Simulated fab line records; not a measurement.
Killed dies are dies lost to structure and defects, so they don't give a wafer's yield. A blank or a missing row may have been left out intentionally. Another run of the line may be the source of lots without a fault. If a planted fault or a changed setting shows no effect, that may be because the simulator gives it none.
Chamber matching ; flow n5Finfet ; rieDiel-02 running N5_BEOL_M10_DESCUM_33: 4 sister chambers
The step chemistry O2, time 7.9 s. 18 wafers are shown with their chamber, then 9 later ones without.

== WAFERS, EACH WITH ITS CHAMBER ==
wafer;chamber;drypumpMotorCurrentA (A);showerheadPlenumPTorr (Torr);throttleValvePct (%)
L076.1;3;6.8;2.04;20.35
L076.3;1;6.3;2.12;20.49
L076.6;3;6.8;2.04;20.35
L081.1;2;5.9;2.05;20.14
L081.2;1;6.3;2.12;20.48
L081.4;0;5.8;2.00;20.44
L079.1;2;5.8;2.05;20.12
L079.5;1;6.3;2.12;20.51
L079.6;2;5.9;2.05;20.12
L088.1;1;6.3;2.11;20.53
L088.4;3;6.8;2.03;20.38
L088.5;2;5.9;2.04;20.15
L089.1;3;6.8;2.03;20.39
L089.4;1;6.3;2.11;20.53
L089.6;3;6.8;2.03;20.41
L091.2;2;5.9;2.04;20.17
L091.3;3;6.8;2.03;20.39
L091.5;0;5.8;2.00;20.48

SIGNATURES (averages over the wafers above)
reading;chamber 0;chamber 1;chamber 2;chamber 3;scatter within a chamber
drypumpMotorCurrentA;5.800;6.300;5.880;6.800;0.0239
showerheadPlenumPTorr;2.0000;2.1160;2.0460;2.0333;0.00516
throttleValvePct;20.4600;20.5080;20.1400;20.3783;0.0232
Rule: for a wafer and a chamber, the distance is found by dividing, reading by reading, the gap between the wafer's reading and the chamber's mean by the reading's scatter, squaring, summing and taking the root. The wafer belongs to the nearest chamber; if the next one is less than 2 further off, it can't be placed. The scatter: take each reading less its chamber's mean, square it, sum over the shown wafers, divide by the number of wafers less the number of chambers, and take the root.

== WAFERS WITH NO CHAMBER GIVEN ==
wafer;drypumpMotorCurrentA (A);showerheadPlenumPTorr (Torr);throttleValvePct (%)
L092.1;6.3;2.11;20.52
L092.2;6.8;2.03;20.40
L092.5;5.8;1.99;20.49
L094.2;5.8;1.99;20.52
L094.3;6.3;2.11;20.53
L094.6;5.9;2.04;20.15
L097.2;6.8;2.02;20.41
L097.3;5.9;2.03;20.18
L097.6;6.8;2.02;20.43

== EACH ONE'S CHAMBER ==
wafer;from the rows above;in truth
L092.1;1;1
L092.2;3;3
L092.5;0;0
L094.2;0;0
L094.3;1;1
L094.6;2;2
L097.2;3;3
L097.3;2;2
L097.6;3;3
Correctly placed: 9 of 9. Not placeable from these rows: 0. Wrongly placed: 0.
